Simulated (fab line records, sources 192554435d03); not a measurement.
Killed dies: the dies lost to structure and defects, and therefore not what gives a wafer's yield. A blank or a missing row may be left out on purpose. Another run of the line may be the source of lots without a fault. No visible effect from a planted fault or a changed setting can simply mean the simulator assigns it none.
Chamber matching | flow n5-finfet | N5_BEOL_M15_ETCH_57 on rie-diel-06 has 4 sister chambers
The step etches SOC in N2/H2, time 750 s. 4 wafers are shown with their chamber, then 11 later ones without.

## WAFERS PAIRED WITH THEIR CHAMBERS
wafer  | chamber | throttle-valve-pct (%)
L084.4 | 0       | 18.1
L085.3 | 3       | 18.3
L085.5 | 2       | 17.5
L091.2 | 1       | 17.6

## WAFERS MISSING THEIR CHAMBER
wafer  | throttle-valve-pct (%)
L091.4 | 17.5
L091.6 | 17.7
L090.1 | 17.7
L090.5 | 17.7
L090.6 | 17.5
L092.2 | 18.3
L092.5 | 18.3
L092.6 | 18.1
L096.1 | 17.7
L096.2 | 17.6
L096.3 | 18.3

## WHICH CHAMBER EACH WENT THROUGH
wafer  | from the rows above     | in truth
L091.4 | can't be placed: 2 or 1 | 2
L091.6 | can't be placed: 1 or 2 | 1
L090.1 | can't be placed: 1 or 2 | 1
L090.5 | can't be placed: 1 or 2 | 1
L090.6 | can't be placed: 2 or 1 | 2
L092.2 | 3                       | 3
L092.5 | 3                       | 3
L092.6 | 0                       | 0
L096.1 | can't be placed: 1 or 2 | 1
L096.2 | can't be placed: 1 or 2 | 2
L096.3 | 3                       | 3
Placed correctly: 4 of 11. Cannot be placed on the basis of these rows: 7; the candidates contain the true chamber in 7. Wrongly placed: 0.
How it was worked out, from the rows above alone: a wafer's distance from a chamber is the root of the sum, over the readings, of the square of ((its reading less the chamber's mean) divided by the reading's scatter). The wafer belongs to the nearest chamber; if the next one is less than 2 further off, it can't be placed. Each chamber's mean is taken over the wafers shown for it. The scatter: root of mean squared gap, hidden wafer to nearest shown wafer, with one shown wafer a chamber.
